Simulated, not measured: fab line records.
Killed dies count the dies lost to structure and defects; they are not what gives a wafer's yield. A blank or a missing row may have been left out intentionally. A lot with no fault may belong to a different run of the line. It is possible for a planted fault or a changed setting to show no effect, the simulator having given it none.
Split-lot study -- flow n5 finfet -- 21 wafers read across 7 lots, on a route 1938 steps long

THE SPLIT ITSELF
At N5_BEOL_M8_VIA_ETCH_34 (etches SiCOH lowk in C4F6/O2, target depth 125.5 nm, time 50.5 s), the setting source w was moved away from the recipe's 345 W on 9 of the 21 wafers read, by -16.0% to +17.3%. This setting was run at the recipe's value on the other wafers.

Reading taken at the split's own step.

THE READING
rf vpp V, in V, at N5_BEOL_M8_VIA_ETCH_34 (etches SiCOH lowk in C4F6/O2, target depth 125.5 nm, time 50.5 s). Typical for fault-free wafers on this fab line: 667 V, with standard deviation 6.3 V.

wafer,"tool, chamber at the split","source w as run, W",against the recipe,"rf vpp V, V",against lot-mates on the recipe
L076.1,"rie diel-05, 1",302.8,-12.2%,720,+55
L076.2,"rie diel-05, 2",345,recipe,665,-
L076.4,"rie diel-05, 2",345,recipe,665,-
L083.1,"rie diel-05, 3",345,recipe,670,-
L083.3,"rie diel-05, 2",345,recipe,665,-
L083.4,"rie diel-05, 1",345,recipe,675,-
L088.3,"rie diel-04, 1",404.8,+17.3%,617,-54
L088.5,"rie diel-04, 2",404.8,+17.3%,619,-52
L088.6,"rie diel-04, 3",345,recipe,671,-
L089.1,"rie diel-05, 1",345,recipe,676,-
L089.2,"rie diel-05, 2",345,recipe,664,-
L089.5,"rie diel-05, 1",345,recipe,674,-
L090.1,"rie diel-06, 0",289.7,-16.0%,717,no lot-mate on the recipe
L090.3,"rie diel-06, 1",289.7,-16.0%,728,no lot-mate on the recipe
L090.4,"rie diel-06, 3",289.7,-16.0%,736,no lot-mate on the recipe
L093.1,"rie diel-04, 1",326.7,-5.3%,688,+7
L093.3,"rie diel-04, 2",326.7,-5.3%,689,+8
L093.5,"rie diel-04, 0",345,recipe,681,-
L096.1,"rie diel-04, 1",345,recipe,669,-
L096.2,"rie diel-04, 2",404,+17.1%,617,-58
L096.3,"rie diel-04, 0",345,recipe,680,-

FIT RESULTS
A straight line over all 21 wafers: rf vpp V changes by -3.32 V for each +1% of source w; r = -0.98; the points scatter about the line by 6 V.
The same after taking each lot's own level away (the mean of its wafers on the recipe; 18 wafers): -3.25 V for each +1%; r = -0.97; scatter 6.3 V.
According to that fit, moving source w by its largest amount changes the reading by 56 V.
The span of the lots' own levels, 665.0 to 681.0 V, comes to 2.5 times the standard deviation stated above.
Hence the lot-to-lot level has little effect on the slope; both slopes agree.
Check: with one of the wafers moved furthest among these (+17.3%) left out of the fit, the line predicts -57.3 V for it against its lot-mates. It came out at -54 V against them.
Tool readings at the split's step, against how far the setting was moved: rf vpp V r = -0.98.

ADDITIONAL SPLITS CARRIED BY THESE WAFERS
These wafers also went through other splits before the reading. Each is held against what the fit with the lots' levels taken away leaves over:
other split on the same wafers,wafers away from the commonest value,r with rf vpp V (lot level and that fit taken away)
N5_BEOL_M5_COAT_74 spin rpm,7,+0.19
N5_BEOL_M6_COAT_05 spin rpm,7,-0.61
N5_BEOL_M6_ETCH_62 time s,10,+0.19
N5_BEOL_M7_HM_DEP_02 target thk a,5,+0.14
N5_BEOL_M7_COAT_60 spin rpm,11,-0.37

THE WHOLE CHAIN: every reading that the file lists as answering this split, in the file's order
step,what it does,reading,change (the file's fit),r (the file's)
N5_BEOL_M8_VIA_ETCH_34,"etches SiCOH lowk in C4F6/O2, target depth 125.5 nm, time 50.5 s",rf vpp V,-3.4 V for each +1% of the setting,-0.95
N5_BEOL_M8_VIA_ETCH_34,"etches SiCOH lowk in C4F6/O2, target depth 125.5 nm, time 50.5 s","etch.depth nm (the simulator's own value, which no gauge read)",+0.486 nm for each +1% of the setting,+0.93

FILE'S OWN FIT
rf vpp V changes by -3.4 V for each +1% of source w, r = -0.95.
